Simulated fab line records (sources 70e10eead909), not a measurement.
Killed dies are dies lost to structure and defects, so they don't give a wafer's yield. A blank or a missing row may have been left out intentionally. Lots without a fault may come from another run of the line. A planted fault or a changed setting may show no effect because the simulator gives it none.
Matching of chambers | flow nand-harc | NHARC_A_STAIRCASE_ETCH_271 on rie-diel-02: 4 sister chambers
The step etches the open film in CF4/CHF3. 8 wafers are shown with their chamber, then 8 later ones without.

## WAFERS WITH THEIR CHAMBER
wafer  | chamber | drypump-motor-current-A (A) | showerhead-plenum-p-Torr (Torr)
L080.6 | 1       | 5.1                         | 1.63
L084.2 | 2       | 5.6                         | 1.69
L084.4 | 3       | 5.7                         | 1.58
L084.5 | 0       | 6.3                         | 1.49
L085.1 | 0       | 6.3                         | 1.49
L085.2 | 2       | 5.6                         | 1.69
L085.3 | 1       | 5.2                         | 1.63
L090.1 | 3       | 5.7                         | 1.57

## WAFERS WITH NO CHAMBER GIVEN
wafer  | drypump-motor-current-A (A) | showerhead-plenum-p-Torr (Torr)
L090.5 | 5.7                         | 1.57
L090.6 | 5.6                         | 1.69
L092.4 | 5.1                         | 1.62
L092.5 | 5.7                         | 1.57
L092.6 | 5.7                         | 1.68
L096.2 | 5.6                         | 1.68
L096.4 | 5.1                         | 1.62
L096.5 | 6.2                         | 1.48

## WHICH CHAMBER EACH ONE RAN IN
wafer  | from the rows above | in truth
L090.5 | 3                   | 3
L090.6 | 2                   | 2
L092.4 | 1                   | 1
L092.5 | 3                   | 3
L092.6 | 2                   | 2
L096.2 | 2                   | 2
L096.4 | 1                   | 1
L096.5 | 0                   | 0
8 of 8 placed correctly. Left unplaced by these rows: 0. Placed wrongly: 0.
How it was worked out, from the rows above alone: a wafer's distance from a chamber is the root of the sum, over the readings, of the square of ((its reading less the chamber's mean) divided by the reading's scatter). The wafer belongs to the nearest chamber; if the next one is less than 2 further off, it can't be placed. A chamber's mean is the mean of its shown wafers. The scatter: the root of (the sum of the squares of (reading less its chamber's mean) over the shown wafers, divided by (wafers less chambers)).
